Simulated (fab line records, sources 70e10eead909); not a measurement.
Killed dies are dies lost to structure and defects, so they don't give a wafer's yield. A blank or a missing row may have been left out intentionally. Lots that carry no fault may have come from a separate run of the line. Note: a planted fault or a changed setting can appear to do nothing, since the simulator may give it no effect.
fab line records + flow nand_harc
[record]
- lots = 6
- wafers = 18
- last_day = 33
route steps=1302 shown A_CHANNEL_HOLE_D1@483 A_CHANNEL_FILL_D1@490
lots with no fault: from the same line, run without faults
start_h: hours from the record's first day to the start of the lot's first wafer shown + wait_h: how many hours have passed since the lot's step before this one + " identical to the entry in the row above + L1.1+2: one row covering several wafers at once + - no value, or no start given + * or withheld: withheld + < > ~ a bound
route shown NAME@n: names a module that has steps shown in the file, with the first one's number in the route + usual: mean/standard deviation of fault-free wafers + same: alike in all rows + chamber/n: place in a boat + sites: the reading at each site + _std_site: how widely they spread, as a standard deviation + _edge_site: inner sites' mean taken away from outer sites' mean + radius_mm: how far each site lies from the wafer's centre + mask NAME#n: copy n + behind: the tool/chamber that last shaped the wafer + hold: why the lot was held/for how many hours/how that ended + device: the n, p or np transistor that did not switch + end of line: the route-end tests of the same wafers + where a step has no rows: the recipe by itself + killed: not the wafer's yield, but the dies lost to structure and defects at the first sort + map: a wafer's dies, marking killed ones x, the rest . and places with no die _
set.NAME: the setting the step ran with; set.NAME@STEP: the setting that earlier step ran with + model.NAME: the simulator's own value behind a step, which no gauge read
lots seen at some steps along the route; tables by step, rows by wafer
services: when a tool's chamber went out of use (start_h, in hours from the record's first day, below 0 if earlier), for how many hours, and the reason
[[steps]]
[step NHARC_A_CHANNEL_HOLE_D1_ETCH_44]
[recipe]
- target_depth_a = 1400
- overetch_a = 140
- time_s = 77
- ion_energy_ev = 100
- cf4_flow_sccm = 80
- o2_flow_sccm = 20
- ar_flow_sccm = 0
- rf_w = 300
- bias_w = 100
- chemistry = CF4/O2
[step NHARC_A_CHANNEL_HOLE_D1_STRIP_27]
[recipe]
- o2_flow_sccm = 500
- ar_flow_sccm = 0
- bias_w = 0
- chemistry = O2
[step NHARC_A_CHANNEL_HOLE_D1_PRECLEAN_28]
[recipe]
- time_s = *
- temp_c = 50
- bath_age_min = 0
- chemistry = SC1
[step NHARC_A_CHANNEL_HOLE_D1_SRD_29]
[step NHARC_A_CHANNEL_HOLE_D1_CD_MEAS_30]
[usual]
- cd_nm = 89.9/1.3
| lot.wafer | tool      | chamber | start_h | wait_h | cd_nm |
|-----------|-----------|---------|---------|--------|-------|
| L673.2    | cd_sem-02 | -       | 202.86  | -      | 91.6  |
| L673.4    | "         | -       | "       | "      | 88.7  |
| L673.6    | "         | -       | "       | "      | 91.3  |
| L674.1    | cd_sem-03 | -       | 210.53  | -      | 89.9  |
| L674.3    | "         | -       | "       | "      | 89.3  |
| L674.6    | "         | -       | "       | "      | 89.9  |
| L678.2    | cd_sem-01 | -       | 250.09  | -      | 90.2  |
| L678.3    | "         | -       | "       | "      | 91.1  |
| L678.6    | "         | -       | "       | "      | 89.6  |
| L684.2    | cd_sem-01 | -       | 302.85  | -      | 90.2  |
| L684.3    | "         | -       | "       | "      | 90.2  |
| L684.6    | "         | -       | "       | "      | 89.2  |
| L692.1    | cd_sem-02 | -       | 392.93  | -      | 90.4  |
| L692.2    | "         | -       | "       | "      | 91.8  |
| L692.6    | "         | -       | "       | "      | 88.3  |
| L694.2    | cd_sem-03 | -       | 416.04  | -      | 89.5  |
| L694.4    | "         | -       | "       | "      | 88.6  |
| L694.5    | "         | -       | "       | "      | 90.1  |
[step NHARC_A_CHANNEL_HOLE_D1_XSEM_31]
[recipe]
- landing_energy_ev = 35000
[usual]
- bot_cd_nm = 74.6/1.4
- bow_nm = 8.52/0.3
- tilt_deg = 0.07/0.048
[same]
- landing_energy_ev = 35000
| lot.wafer | tool    | chamber | start_h | wait_h | bot_cd_nm | bow_nm | tilt_deg |
|-----------|---------|---------|---------|--------|-----------|--------|----------|
| L673.2    | xsem-02 | 0       | 202.95  | 0.1    | 76.5      | 8.56   | 0.09     |
| L673.4    | "       | 0       | "       | "      | 73.6      | 8.53   | 0.09     |
| L673.6    | "       | 0       | "       | "      | 75.4      | 8.50   | 0.09     |
| L674.1    | xsem-02 | 0       | 210.62  | 0.1    | 73.7      | 8.50   | 0.04     |
| L674.3    | "       | 0       | "       | "      | 73.4      | 8.53   | 0.04     |
| L674.6    | "       | 0       | "       | "      | 74.2      | 8.50   | 0.04     |
| L678.2    | xsem-01 | 0       | 250.18  | 0.1    | 74.0      | 8.33   | 0.03     |
| L678.3    | "       | 0       | "       | "      | 74.7      | 8.35   | 0.04     |
| L678.6    | "       | 0       | "       | "      | 73.6      | 8.42   | 0.03     |
| L684.2    | xsem-01 | 0       | 302.94  | 0.1    | 75.6      | 8.50   | 0.04     |
| L684.3    | "       | 0       | "       | "      | 75.5      | 8.47   | 0.04     |
| L684.6    | "       | 0       | "       | "      | 73.6      | 8.52   | 0.04     |
| L692.1    | xsem-02 | 0       | 393.02  | 0.1    | 75.3      | 7.93   | 0.11     |
| L692.2    | "       | 0       | "       | "      | 77.0      | 7.91   | 0.11     |
| L692.6    | "       | 0       | "       | "      | 73.8      | 7.85   | 0.11     |
| L694.2    | xsem-02 | 0       | 416.13  | 0.1    | 74.6      | 8.56   | 0.08     |
| L694.4    | "       | 0       | "       | "      | 74.6      | 8.57   | 0.08     |
| L694.5    | "       | 0       | "       | "      | 75.2      | 8.57   | 0.08     |
[step NHARC_A_CHANNEL_HOLE_D1_INSPECT_40]
[usual]
- raw_defect_count = 70/24
| lot.wafer | tool              | chamber | start_h | wait_h | raw_defect_count |
|-----------|-------------------|---------|---------|--------|------------------|
| L673.2    | defect_inspect-01 | -       | 203.05  | -      | 63               |
| L673.4    | "                 | -       | "       | "      | 42               |
| L673.6    | "                 | -       | "       | "      | 40               |
| L674.1    | defect_inspect-02 | -       | 210.72  | -      | 100              |
| L674.3    | "                 | -       | "       | "      | 79               |
| L674.6    | "                 | -       | "       | "      | 88               |
| L678.2    | defect_inspect-01 | -       | 250.27  | -      | 100              |
| L678.3    | "                 | -       | "       | "      | 115              |
| L678.6    | "                 | -       | "       | "      | 100              |
| L684.2    | defect_inspect-02 | -       | 303.03  | -      | 58               |
| L684.3    | "                 | -       | "       | "      | 39               |
| L684.6    | "                 | -       | "       | "      | 73               |
| L692.1    | defect_inspect-02 | -       | 393.12  | -      | 79               |
| L692.2    | "                 | -       | "       | "      | 81               |
| L692.6    | "                 | -       | "       | "      | 84               |
| L694.2    | defect_inspect-01 | -       | 416.23  | -      | 66               |
| L694.4    | "                 | -       | "       | "      | 54               |
| L694.5    | "                 | -       | "       | "      | 55               |
[step NHARC_A_CHANNEL_FILL_D1_PRECLEAN_00]
[recipe]
- time_s = *
- temp_c = 50
- bath_age_min = 0
- chemistry = SC1
[step NHARC_A_CHANNEL_FILL_D1_SRD_01]
[step NHARC_A_CHANNEL_FILL_D1_ALD_02]
[recipe]
- target_thk_a = 60
- pulse_time_s = 10
- ald_cycles = 60
- temp_c = 300
- material = SiO2
[usual]
- ald_cycles = 60/0
- heater_power_w = 462/70
- precursor_pulse_height_rel = 1.001/0.018
| lot.wafer | tool      | chamber | start_h | wait_h | ald_cycles | heater_power_w | precursor_pulse_height_rel |
|-----------|-----------|---------|---------|--------|------------|----------------|----------------------------|
| L673.4    | ald_hk-03 | 3       | 203.24  | -      | 60         | 539            | 0.998                      |
| L673.2    | "         | 2       | "       | "      | 60         | 458            | 1.005                      |
| L673.6    | "         | 3       | "       | "      | 60         | 531            | 0.988                      |
| L674.3    | ald_hk-01 | 2       | 210.92  | -      | 60         | 342            | 0.984                      |
| L674.1    | "         | 1       | "       | "      | 60         | 580            | 0.996                      |
| L674.6    | "         | 2       | "       | "      | 60         | 352            | 0.994                      |
| L678.3    | ald_hk-03 | 2       | 250.53  | -      | 60         | 424            | 1.002                      |
| L678.2    | "         | 0       | "       | "      | 60         | 521            | 1.010                      |
| L678.6    | "         | 1       | "       | "      | 60         | 461            | 0.991                      |
| L684.2    | ald_hk-03 | 1       | 305.78  | -      | 60         | 464            | 1.016                      |
| L684.3    | "         | 2       | "       | "      | 60         | 439            | 1.006                      |
| L684.6    | "         | 2       | "       | "      | 60         | 425            | 0.973                      |
| L692.1    | ald_hk-02 | 2       | 393.31  | -      | 60         | 496            | 1.009                      |
| L692.2    | "         | 3       | "       | "      | 60         | 446            | 1.004                      |
| L692.6    | "         | 3       | "       | "      | 60         | 450            | 1.012                      |
| L694.4    | ald_hk-01 | 2       | 416.70  | -      | 60         | 349            | 1.001                      |
| L694.2    | "         | 3       | "       | "      | 60         | 349            | 1.003                      |
| L694.5    | "         | 0       | "       | "      | 60         | 469            | 1.004                      |
[step NHARC_A_CHANNEL_FILL_D1_ALD_03]
[recipe]
- target_thk_a = 60
- pulse_time_s = 60
- ald_cycles = 58
- temp_c = 630
- pressure_torr = 2
- material = SiNx
[usual]
- ald_cycles = 58/0
- chamber_pressure_Torr = 2.000/0.0049
- precursor_pulse_height_rel = 1.001/0.018
| lot.wafer | tool             | chamber | start_h | wait_h | ald_cycles | chamber_pressure_Torr | precursor_pulse_height_rel |
|-----------|------------------|---------|---------|--------|------------|-----------------------|----------------------------|
| L673.2    | ald_sin_batch-02 | 0       | -       | -      | 58         | 1.994                 | 1.005                      |
| L673.4    | "                | 0       | "       | "      | 58         | 1.990                 | 1.019                      |
| L673.6    | "                | 0       | "       | "      | 58         | 2.000                 | 0.989                      |
| L674.1    | ald_sin_batch-03 | 0       | -       | -      | 58         | 2.005                 | 1.011                      |
| L674.3    | "                | 0       | "       | "      | 58         | 2.002                 | 0.944                      |
| L674.6    | "                | 0       | "       | "      | 58         | 1.998                 | 0.987                      |
| L678.2    | ald_sin_batch-01 | 0       | -       | -      | 58         | 1.996                 | 0.999                      |
| L678.3    | "                | 0       | "       | "      | 58         | 1.997                 | 0.986                      |
| L678.6    | "                | 0       | "       | "      | 58         | 2.002                 | 0.992                      |
| L684.2    | ald_sin_batch-03 | 0       | -       | -      | 58         | 1.997                 | 1.001                      |
| L684.3    | "                | 0       | "       | "      | 58         | 1.997                 | 0.992                      |
| L684.6    | "                | 0       | "       | "      | 58         | 2.000                 | 0.996                      |
| L692.1    | ald_sin_batch-03 | 0       | -       | -      | 58         | 2.000                 | 1.000                      |
| L692.2    | "                | 0       | "       | "      | 58         | 1.998                 | 1.030                      |
| L692.6    | "                | 0       | "       | "      | 58         | 2.001                 | 1.032                      |
| L694.2    | ald_sin_batch-03 | 0       | -       | -      | 58         | 1.998                 | 1.015                      |
| L694.4    | "                | 0       | "       | "      | 58         | 2.001                 | 1.021                      |
| L694.5    | "                | 0       | "       | "      | 58         | 2.008                 | 0.976                      |
[step NHARC_A_CHANNEL_FILL_D1_ALD_14]
[recipe]
- target_thk_a = 25
- pulse_time_s = 10
- ald_cycles = 25
- temp_c = 300
- material = SiO2
[usual]
- ald_cycles = 25/0
- heater_power_w = 461/74
- precursor_pulse_height_rel = 1.000/0.02
| lot.wafer | tool      | chamber | start_h | wait_h | ald_cycles | heater_power_w | precursor_pulse_height_rel |
|-----------|-----------|---------|---------|--------|------------|----------------|----------------------------|
| L673.4    | ald_hk-01 | 0       | 210.28  | 0.1    | 25         | 448            | 1.004                      |
| L673.2    | "         | 1       | "       | "      | 25         | 584            | 1.012                      |
| L673.6    | "         | 3       | "       | "      | 25         | 354            | 1.008                      |
| L674.1    | ald_hk-01 | 1       | 218.03  | 0.1    | 25         | 575            | 1.014                      |
| L674.3    | "         | 3       | "       | "      | 25         | 349            | 1.004                      |
| L674.6    | "         | 0       | "       | "      | 25         | 455            | 1.005                      |
| L678.2    | ald_hk-01 | 3       | 257.55  | 0.1    | 25         | 355            | 0.956                      |
| L678.3    | "         | 0       | "       | "      | 25         | 449            | 1.023                      |
| L678.6    | "         | 2       | "       | "      | 25         | 348            | 0.990                      |
| L684.3    | ald_hk-03 | 0       | 312.81  | 0.0    | 25         | 511            | 0.969                      |
| L684.2    | "         | 2       | "       | "      | 25         | 439            | 0.981                      |
| L684.6    | "         | 1       | "       | "      | 25         | 455            | 0.974                      |
| L692.2    | ald_hk-02 | 3       | 400.35  | 0.0    | 25         | 446            | 0.991                      |
| L692.1    | "         | 0       | "       | "      | 25         | 494            | 0.979                      |
| L692.6    | "         | 3       | "       | "      | 25         | 440            | 1.009                      |
| L694.2    | ald_hk-03 | 0       | 423.87  | 0.0    | 25         | 487            | 0.990                      |
| L694.4    | "         | 2       | "       | "      | 25         | 438            | 0.964                      |
| L694.5    | "         | 1       | "       | "      | 25         | 464            | 0.994                      |
[step NHARC_A_CHANNEL_FILL_D1_ALD_15]
[recipe]
- target_thk_a = 20
- pulse_time_s = 60
- ald_cycles = 19
- temp_c = 630
- pressure_torr = 2
- material = SiNx
[usual]
- ald_cycles = 19/0
- chamber_pressure_Torr = 1.999/0.0044
- precursor_pulse_height_rel = 1.001/0.022
| lot.wafer | tool             | chamber | start_h | wait_h | ald_cycles | chamber_pressure_Torr | precursor_pulse_height_rel |
|-----------|------------------|---------|---------|--------|------------|-----------------------|----------------------------|
| L673.2    | ald_sin_batch-02 | 0       | 213.37  | -      | 19         | 1.998                 | 1.002                      |
| L673.4    | "                | 0       | "       | "      | 19         | 2.001                 | 0.991                      |
| L673.6    | "                | 0       | "       | "      | 19         | 2.001                 | 1.010                      |
| L674.1    | ald_sin_batch-02 | 0       | 221.12  | -      | 18         | 1.995                 | 0.987                      |
| L674.3    | "                | 0       | "       | "      | 18         | 1.995                 | 0.996                      |
| L674.6    | "                | 0       | "       | "      | 18         | 1.996                 | 1.006                      |
| L678.2    | ald_sin_batch-02 | 0       | 260.63  | -      | 18         | 1.999                 | 0.995                      |
| L678.3    | "                | 0       | "       | "      | 18         | 2.001                 | 0.972                      |
| L678.6    | "                | 0       | "       | "      | 18         | 2.005                 | 0.973                      |
| L684.2    | ald_sin_batch-03 | 0       | 315.92  | -      | 19         | 1.995                 | 1.002                      |
| L684.3    | "                | 0       | "       | "      | 19         | 1.997                 | 0.951                      |
| L684.6    | "                | 0       | "       | "      | 19         | 2.001                 | 0.973                      |
| L692.1    | ald_sin_batch-01 | 0       | 400.74  | -      | 19         | 1.998                 | 0.999                      |
| L692.2    | "                | 0       | "       | "      | 19         | 1.995                 | 0.997                      |
| L692.6    | "                | 0       | "       | "      | 19         | 1.995                 | 0.985                      |
| L694.2    | ald_sin_batch-03 | 0       | 426.99  | -      | 19         | 2.012                 | 0.994                      |
| L694.4    | "                | 0       | "       | "      | 19         | 2.005                 | 0.991                      |
| L694.5    | "                | 0       | "       | "      | 19         | 2.005                 | 1.021                      |
[step NHARC_A_CHANNEL_FILL_D1_ALD_16]
[recipe]
- target_thk_a = 15
- pulse_time_s = 10
- ald_cycles = 15
- temp_c = 300
- material = SiO2
[usual]
- ald_cycles = 15/0
- heater_power_w = 463/69
- precursor_pulse_height_rel = 0.997/0.02
| lot.wafer | tool      | chamber | start_h | wait_h | ald_cycles | heater_power_w | precursor_pulse_height_rel |
|-----------|-----------|---------|---------|--------|------------|----------------|----------------------------|
| L673.2    | ald_hk-01 | 0       | 215.42  | 0.0    | 15         | 443            | 0.994                      |
| L673.4    | "         | 2       | "       | "      | 15         | 355            | 0.982                      |
| L673.6    | "         | 0       | "       | "      | 15         | 442            | 1.018                      |
| L674.3    | ald_hk-01 | 1       | 223.23  | 0.1    | 15         | 586            | 0.931                      |
| L674.1    | "         | 3       | "       | "      | 15         | 349            | 0.981                      |
| L674.6    | "         | 1       | "       | "      | 15         | 580            | 1.008                      |
| L678.3    | ald_hk-01 | 0       | 263.13  | 0.5    | 15         | 446            | 1.050                      |
| L678.2    | "         | 1       | "       | "      | 15         | 587            | 1.060                      |
| L678.6    | "         | 2       | "       | "      | 15         | 347            | 1.001                      |
| L684.3    | ald_hk-01 | 1       | 317.99  | 0.1    | 15         | 581            | 0.992                      |
| L684.2    | "         | 2       | "       | "      | 15         | 342            | 0.994                      |
| L684.6    | "         | 0       | "       | "      | 15         | 455            | 0.957                      |
| L692.2    | ald_hk-01 | 1       | 402.83  | 0.1    | 15         | 580            | 1.016                      |
| L692.1    | "         | 2       | "       | "      | 15         | 342            | 0.995                      |
| L692.6    | "         | 1       | "       | "      | 15         | 573            | 1.013                      |
| L694.4    | ald_hk-02 | 3       | 429.09  | 0.1    | 15         | 439            | 1.035                      |
| L694.2    | "         | 0       | "       | "      | 15         | 501            | 1.002                      |
| L694.5    | "         | 2       | "       | "      | 15         | 478            | 1.011                      |
[[services]]
| tool             | chamber | start_h | hours | kind       |
|------------------|---------|---------|-------|------------|
| ald_hk-02        | -       | 199.25  | 89.3  | repair     |
| ald_sin_batch-01 | -       | 205.76  | 16.3  | repair     |
| ald_hk-03        | -       | 212.12  | 10.0  | pm         |
| ald_sin_batch-02 | -       | 266.00  | 26.0  | pm         |
| ald_hk-03        | -       | 277.83  | 0.5   | repair     |
| ald_hk-01        | -       | 300.38  | 10.0  | pm         |
| ald_hk-01        | 0       | 300.38  | 10.0  | vent_cycle |
| ald_hk-01        | 1       | 300.38  | 10.0  | vent_cycle |
| ald_hk-01        | 2       | 300.38  | 10.0  | vent_cycle |
| ald_hk-01        | 3       | 300.38  | 10.0  | vent_cycle |
| ald_hk-01        | 0       | 310.38  | -     | clean      |
| ald_hk-01        | 1       | 310.38  | -     | clean      |
| ald_hk-01        | 2       | 310.38  | -     | clean      |
| ald_hk-01        | 3       | 310.38  | -     | clean      |
| ald_hk-02        | -       | 324.62  | 0.3   | repair     |
| ald_hk-02        | -       | 336.19  | 3.0   | repair     |
| ald_hk-02        | -       | 348.34  | 10.0  | pm         |
| ald_sin_batch-03 | -       | 349.80  | 15.6  | repair     |
| ald_hk-03        | -       | 356.53  | 1.1   | repair     |
| xsem-02          | -       | 365.73  | 0.2   | repair     |
| xsem-01          | -       | 374.00  | 14.0  | pm         |
| ald_hk-03        | -       | 392.94  | 10.0  | pm         |
| ald_sin_batch-02 | -       | 416.34  | 8.0   | repair     |
| xsem-02          | -       | 427.06  | 3.4   | repair     |
[[key]]
[first_sign]
- step = NHARC_A_CHANNEL_FILL_D1_ALD_15
- reading = ald_cycles
- direction = down
- sigmas = 99+
- usual = 19
- struck = 18
effect none on later readings
met_at NHARC_A_CHANNEL_FILL_D1_ALD_15
struck_wafers L674.1,L674.3,L674.6,L678.2,L678.3,L678.6
tester_left_out L674,L678
onset_between 213.37 221.12
[fault]
- kind = process_parameter_drift
- tool = ald_sin_batch-02
- chamber = -
- onset_h = 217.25
- steps = NHARC_A_CHANNEL_FILL_D1_ALD_15
- channel = ald_cycles
- offset = -1
- shape = step
- acts_in = these_recipes_only
- stated = 19
// tester_left_out: of these lots the tester's yield and bins aren't shown, on N5 and GAA mostly nor the transistor test; their killed dies are dies lost to structure and defects alone, not to doping, threshold or leakage, so they don't give the yield
